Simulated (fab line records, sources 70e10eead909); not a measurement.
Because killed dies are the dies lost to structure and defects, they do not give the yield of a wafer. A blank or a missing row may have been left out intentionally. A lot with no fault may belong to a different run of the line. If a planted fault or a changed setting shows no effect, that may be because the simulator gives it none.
Chamber matching | flow nand harc | rie diel-03 running NHARC_P_GATE_STRIP_108: 4 sister chambers
The step strips in O2. 14 wafers are shown with their chamber, then 7 later ones without.

WAFERS PAIRED WITH THEIR CHAMBERS
wafer  | chamber | showerhead plenum p Torr (Torr) | rf vpp V (V) | oes product au (a.u.)
L076.1 | 0       | 3.68                            | 58.6         | 1.031
L076.2 | 2       | 3.59                            | 58.8         | 1.008
L076.6 | 1       | 3.75                            | 59.0         | 1.020
L076.3 | 3       | 3.51                            | 58.1         | 1.020
L076.4 | 1       | 3.75                            | 58.2         | 1.014
L076.5 | 0       | 3.68                            | 57.2         | 1.016
L077.2 | 3       | 3.51                            | 57.4         | 1.009
L077.5 | 0       | 3.68                            | 58.7         | 1.015
L077.6 | 3       | 3.51                            | 58.5         | 1.015
L080.2 | 1       | 3.74                            | 59.9         | 1.003
L080.3 | 0       | 3.68                            | 57.9         | 1.006
L080.5 | 2       | 3.59                            | 58.3         | 1.003
L083.2 | 3       | 3.50                            | 57.0         | 0.999
L083.5 | 3       | 3.50                            | 57.3         | 1.012

SIGNATURES, as means of the wafers listed above
reading                  | chamber 0 | chamber 1 | chamber 2 | chamber 3 | scatter within a chamber
showerhead plenum p Torr | 3.6800    | 3.7467    | 3.5900    | 3.5060    | 0.00432
rf vpp V                 | 58.100    | 59.033    | 58.550    | 57.660    | 0.676
oes product au           | 1.01700   | 1.01233   | 1.00550   | 1.01100   | 0.00854
Rule: a wafer lies at a distance from a chamber equal to the root of the sum of squares, over the readings, of (its reading less the chamber's mean, divided by the reading's scatter). The wafer belongs to the nearest chamber; if the next one is less than 2 further off, it can't be placed. The scatter: take each reading less its chamber's mean, square it, sum over the shown wafers, divide by the number of wafers less the number of chambers, and take the root.

WAFERS WITHOUT THEIR CHAMBER
wafer  | showerhead plenum p Torr (Torr) | rf vpp V (V) | oes product au (a.u.)
L083.6 | 3.68                            | 58.2         | 1.009
L091.1 | 3.74                            | 58.3         | 1.013
L091.2 | 3.67                            | 57.0         | 1.017
L091.3 | 3.59                            | 58.7         | 1.010
L097.2 | 3.67                            | 57.8         | 1.016
L097.3 | 3.59                            | 56.8         | 1.001
L097.5 | 3.59                            | 58.5         | 0.997

EACH ONE'S CHAMBER
wafer  | from the rows above | in truth
L083.6 | 0                   | 0
L091.1 | 1                   | 1
L091.2 | 0                   | 0
L091.3 | 2                   | 2
L097.2 | 0                   | 0
L097.3 | 2                   | 2
L097.5 | 2                   | 2
Correct placement for 7 of the 7. Number that these rows cannot place: 0. Placed wrongly: 0.
